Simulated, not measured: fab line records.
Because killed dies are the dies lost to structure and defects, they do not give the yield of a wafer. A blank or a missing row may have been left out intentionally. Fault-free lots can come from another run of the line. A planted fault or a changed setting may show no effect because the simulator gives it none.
A struck lot beside a sound one + flow n5-finfet + 26 steps out of a route of 1938
Sound: the wafers L599.1, L599.2, L599.4. Wafers struck: L613.1, L613.3, L613.6. The cause is given at the end.
Each step with rows lists, per side, the tool, then ch with its chambers, then its first start. Under that, the readings that differ: sound wafers + struck wafers + difference of the means + sigmas: that difference in standard deviations of wafers without a fault.
alike: words and numbers the same on both sides, and readings whose means are apart by under 2 such deviations; not compared: readings that were withheld, readings missing a value for some wafer, numbers with overlapping values and no deviation given by the record, and bounds like >300 which may hide the same value.
Wherever a step has rows on one side only, a row that says differs or no value, or a row with sigmas, the two part there. Non-overlapping numbers with no deviation appear without sigmas and do not part them. A reading that every wafer of one side lacks parts them only if that side has two wafers or more.

first, 4 steps without rows for these wafers: N5_ZERO_LAYER_EXPOSE_08 (exposes mask ZERO, defocus 0 nm, target cd 2000 nm); N5_ZERO_LAYER_PEB_09; N5_ZERO_LAYER_DEVELOP_10 (develop time 60 s); N5_ZERO_LAYER_HARDBAKE_23 (time 120 s).
N5_ZERO_LAYER_CD_MEAS_11: target cd 2000 nm.
  sound on cd-sem-02 ch 0, day 1 18:40; struck on cd-sem-01 ch 0, day 5 06:46
  alike: cd-nm
N5_ZERO_LAYER_DESCUM_16: chemistry O2, time 7.9 s.
  sound on rie-diel-06 ch 0,1,3, day 1 18:42; struck on rie-diel-06 ch 0,3, day 5 07:10
  alike: drypump-motor-current-A, oes-product-au, rf-vpp-V, showerhead-plenum-p-Torr, throttle-valve-pct
  not compared: rf-hours-counter-h
N5_ZERO_LAYER_ETCH_17: etches SiO2 in CF4, target depth 12 nm, time 13.3 s.
  sound on rie-diel-06 ch 0,1,3, day 1 18:44; struck on rie-diel-06 ch 0,3, day 5 07:12
  alike: drypump-motor-current-A, oes-product-au, rf-vpp-V, showerhead-plenum-p-Torr, throttle-valve-pct
  not compared: rf-hours-counter-h
N5_ZERO_LAYER_ETCH_18: etches Si in HBr/Cl2, target depth 120 nm, time 40 s.
  sound on rie-si-04 ch 1,2,3, day 1 18:48; struck on rie-si-04 ch 1,2,3, day 5 07:16
  alike: drypump-motor-current-A, oes-product-au, throttle-valve-pct
  not compared: rf-hours-counter-h
N5_ZERO_LAYER_STRIP_24: strips in O2.
  sound on plasma-asher-02 ch 0,1, day 1 18:57; struck on plasma-asher-01 ch 0, day 5 07:22
  alike: drypump-motor-current-A, heater-power-w, oes-product-au, strip-time-to-endpoint-s
  not compared: rf-hours-counter-h
then, 1 step without rows for these wafers: N5_ZERO_LAYER_STRIP_19 (strips in SPM, time 900 s).
N5_ZERO_LAYER_INSPECT_20: inspects for defects (darkfield).
  sound: defect-inspect-02 at day 1 19:20; struck: defect-inspect-01 at day 5 07:44
  alike: raw-defect-count
then, 1 step without rows for these wafers: N5_WELL_APT_HMDS_01 (time 60 s).
N5_WELL_APT_COAT_02: resist thk 950 nm.
  sound on litho-track-01 ch 0, day 1 19:22; struck on litho-track-01 ch 0, day 5 07:46
| reading                                    | sound                | struck               | difference | sigmas      |
|--------------------------------------------|----------------------|----------------------|------------|-------------|
| chill-plate-temp-C (C)                     | 23.19 23.08 23.17    | 22.99 22.78 23.02    | -0.22      | -2          |
| spin-speed-rpm (rpm)                       | 1358.3 1355.6 1357.1 | 1558.1 1557.5 1557.1 | +200.6     | +99 or more |
| model.coat_of_WELL_APT_COAT_02.thk-nm (nm) | 948.1 948.6 949.5    | 888.9 890 888.5      | -59.6      |             |
  alike: resist-line-temp-C
then, 6 steps without rows for these wafers: N5_WELL_APT_EBR_04; N5_WELL_APT_SOFTBAKE_03 (time 60 s); N5_WELL_APT_EXPOSE_05 (exposes mask NWELL, defocus 0 nm, target cd 200 nm); N5_WELL_APT_PEB_06 (peb time 90 s); N5_WELL_APT_DEVELOP_07 (develop time 45 s); N5_WELL_APT_HARDBAKE_12 (time 120 s).
N5_WELL_APT_CD_MEAS_08: target cd 200 nm.
  sound on cd-sem-02 ch 0, day 1 19:46; struck on cd-sem-02 ch 0, day 5 08:02
  alike: cd-nm
N5_WELL_APT_OVL_MEAS_09:
  sound on overlay-02 ch 0, day 1 19:47; struck on overlay-01 ch 0, day 5 08:04
  alike: NWELL_OVL
N5_WELL_APT_INSPECT_10: inspects for defects (macro).
  sound: defect-inspect-02 at day 1 19:49; struck: defect-inspect-02 at day 5 08:05
  alike: raw-defect-count
N5_WELL_APT_DESCUM_13: chemistry O2, time 7.9 s.
  sound on rie-diel-01 ch 1,2,3, day 1 19:51; struck on rie-diel-01 ch 1,2, day 5 09:04
| reading                                    | sound             | struck            | difference | sigmas |
|--------------------------------------------|-------------------|-------------------|------------|--------|
| model.coat_of_WELL_APT_COAT_02.thk-nm (nm) | 929.9 930.5 931.2 | 870.7 871.9 870.4 | -59.5      |        |
  alike: drypump-motor-current-A, oes-product-au, rf-vpp-V, showerhead-plenum-p-Torr, throttle-valve-pct
  not compared: rf-hours-counter-h, model.WELL_APT.cd-nm
next, for these wafers, 1 step has no rows: N5_WELL_APT_IMPLANT_14.
-- the record jumps here: 6 days lie between the struck wafers' starts before and after (it left off in module WELL_APT and takes up again in module BEOL_M4, whose first step shown is number 1111 of the route) --
N5_BEOL_M4_RC_MEAS_101:
  sound on prober-02 ch 0, day 8 20:35; struck on prober-01 ch 0, day 11 17:16
| reading       | sound          | struck         | difference | sigmas |
|---------------|----------------|----------------|------------|--------|
| SS_P (mV/dec) | 71.9 72.4 72.5 | 73.1 74.0 74.1 | +1.5       | +2     |
| VT_N (mV)     | 254 253 256    | 249 244 248    | -7         | -2     |
  alike: DIBL_N, DIBL_P, IOFF_N, IOFF_P, ION_N, ION_P, SS_N, VT_P
-- record jumps: 4 days separate the struck wafers' starts on either side; left off in module BEOL_M4, taken up again in module PASSIVATION, whose first shown step is the route's number 1936 --
N5_PASSIVATION_PROBE_49:
  only the struck wafers here have rows in the record (prober-02, day 15 21:08); the sound ones have none

## WHERE THEY PART
First at N5_WELL_APT_COAT_02; last, within this record, at N5_PASSIVATION_PROBE_49.

WHY: whatever the simulator had introduced
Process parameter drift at N5_WELL_APT_COAT_02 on litho-track-01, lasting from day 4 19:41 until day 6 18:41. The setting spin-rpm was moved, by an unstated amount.
